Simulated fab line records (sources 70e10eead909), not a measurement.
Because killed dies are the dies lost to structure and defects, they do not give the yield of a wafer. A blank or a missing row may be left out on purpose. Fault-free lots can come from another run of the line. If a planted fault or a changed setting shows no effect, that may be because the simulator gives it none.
Comparing a struck lot with a sound one -- flow nand harc -- 16 out of 1302 route steps
Sound: the wafers L914.1, L914.3, L914.4. Struck: wafers L923.1, L923.3, L923.4. The cause is named last.
Each step with rows lists, per side, the tool, then ch with its chambers, then its first start. Under that, the readings that differ: sound wafers -- struck wafers -- difference of the means -- sigmas: that difference in standard deviations of wafers without a fault.
alike: words and numbers the same on both sides, and readings whose means are apart by under 2 such deviations; not compared: readings that were withheld, readings missing a value for some wafer, numbers with overlapping values and no deviation given by the record, and bounds like >300 which may hide the same value.
A row with sigmas, a row that says differs or no value, or rows on one side alone: a step with any of these is where the two part. When numbers do not overlap yet have no deviation, they are printed without sigmas and do not part them. A reading that every wafer of one side lacks parts them only if that side has two wafers or more.

NHARC_A_STAIRCASE_CMP_472: polishes SiO2.
  sound on cmp-03 ch 0,2,3, day 23 08:50; struck on cmp-02 ch 1,2,3, day 27 06:29
  alike: motor current A
next, for these wafers, 1 step has no rows: NHARC_A_STAIRCASE_SRD_474.
NHARC_A_STAIRCASE_INSPECT_155:
  sound: defect inspect-02 at day 23 09:10; struck: defect inspect-01 at day 27 06:50
  alike: raw defect count
NHARC_A_SGD_CUT_DEP_00: deposits SiNx, target thk 50 nm.
  sound on pecvd-04 ch 0,1,2, day 23 09:14; struck on pecvd-04 ch 0,1,2, day 27 06:56
  alike: heater power outer w, heater power w
then, 7 steps without rows for these wafers: NHARC_A_SGD_CUT_DEHYDRATE_01 (time 120 s); NHARC_A_SGD_CUT_HMDS_02 (time 30 s); NHARC_A_SGD_CUT_COAT_56 (time 75 s); NHARC_A_SGD_CUT_COAT_57 (time 65 s); NHARC_A_SGD_CUT_COAT_03 (resist thk 90 nm); NHARC_A_SGD_CUT_SOFTBAKE_04 (time 55 s); NHARC_A_SGD_CUT_EBR_05.
NHARC_A_SGD_CUT_EXPOSE_06: exposes mask SGD.
  sound on arfi scanner-02 ch 0, day 23 09:49; struck on arfi scanner-01 ch 0, day 27 07:29
reading,sound,struck,difference,sigmas
exposure dose mJ cm2,85.5 85.5 85.5,68.5 68.4 68.5,-17.0,-23
  alike: mask
then, 2 steps without rows for these wafers: NHARC_A_SGD_CUT_PEB_07 (peb time 65 s); NHARC_A_SGD_CUT_DEVELOP_08 (develop time 35 s).
NHARC_A_SGD_CUT_CD_MEAS_09: the cd target is 100 nm.
  sound on cd sem-02 ch 0, day 23 09:58; struck on cd sem-01 ch 0, day 27 07:37
reading,sound,struck,difference,sigmas
cd nm (nm),99.9 100.7 99.7,86.0 85.9 85.7,-14.2,-25
NHARC_A_SGD_CUT_OVL_MEAS_10:
  sound: overlay-01 at day 23 10:03; struck: overlay-02 at day 27 07:43
  alike: overlay x nm, overlay y nm

== WHERE THEY PART ==
Earliest at NHARC_A_SGD_CUT_EXPOSE_06; latest, in this record, at NHARC_A_SGD_CUT_CD_MEAS_09. Later steps at which nothing parts them and some readings are alike: NHARC_A_SGD_CUT_OVL_MEAS_10.

WHY: what had been put in by the simulator
Process parameter drift: arfi scanner-01, from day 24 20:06 on, at NHARC_A_SGD_CUT_EXPOSE_06. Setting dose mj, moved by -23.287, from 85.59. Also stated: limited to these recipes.
